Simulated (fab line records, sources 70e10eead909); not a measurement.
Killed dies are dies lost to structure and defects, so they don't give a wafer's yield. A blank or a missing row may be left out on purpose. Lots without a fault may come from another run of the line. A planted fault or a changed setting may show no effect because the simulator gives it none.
Chamber matching | flow nand_harc | NHARC_A_BLC_DESCUM_15 on rie_diel-01: 4 sister chambers
The step chemistry O2, time 3 s. 4 wafers are shown with their chamber, then 10 later ones without.

WAFERS WITH THEIR CHAMBER
wafer  | chamber | o2_flow_sccm (sccm)
L079.6 | 3       | 199.4
L085.5 | 2       | 199.5
L087.2 | 0       | 200.8
L087.5 | 1       | 199.1

WAFERS WITHOUT THEIR CHAMBER
wafer  | o2_flow_sccm (sccm)
L087.6 | 200.3
L091.2 | 200.7
L091.3 | 199.5
L091.5 | 200.4
L094.2 | 200.4
L094.4 | 200.1
L094.6 | 200.2
L096.2 | 199.8
L096.3 | 200.7
L096.5 | 199.8

WHICH CHAMBER EACH WENT THROUGH
wafer  | from the rows above               | in truth
L087.6 | can't be placed: 0 or 2 or 3 or 1 | 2
L091.2 | 0                                 | 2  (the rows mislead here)
L091.3 | can't be placed: 2 or 3 or 1      | 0
L091.5 | can't be placed: 0 or 2 or 3      | 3
L094.2 | can't be placed: 0 or 2 or 3      | 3
L094.4 | can't be placed: 2 or 3 or 0 or 1 | 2
L094.6 | can't be placed: 0 or 2 or 3 or 1 | 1
L096.2 | can't be placed: 2 or 3 or 1 or 0 | 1
L096.3 | 0                                 | 0
L096.5 | can't be placed: 2 or 3 or 1 or 0 | 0
Placed correctly: 1 of 10. Can't be placed from these rows: 8 (the true chamber is among the candidates in 7). Placed wrongly: 1.
How it was worked out, from the rows above alone: a wafer's distance from a chamber is the root of the sum, over the readings, of the square of ((its reading less the chamber's mean) divided by the reading's scatter). The wafer belongs to the nearest chamber; if the next one is less than 2 further off, it can't be placed. A chamber's mean is the mean of its shown wafers. The scatter: with one shown wafer a chamber, the root of the mean of the squares of how far each hidden wafer lies from its nearest shown one.
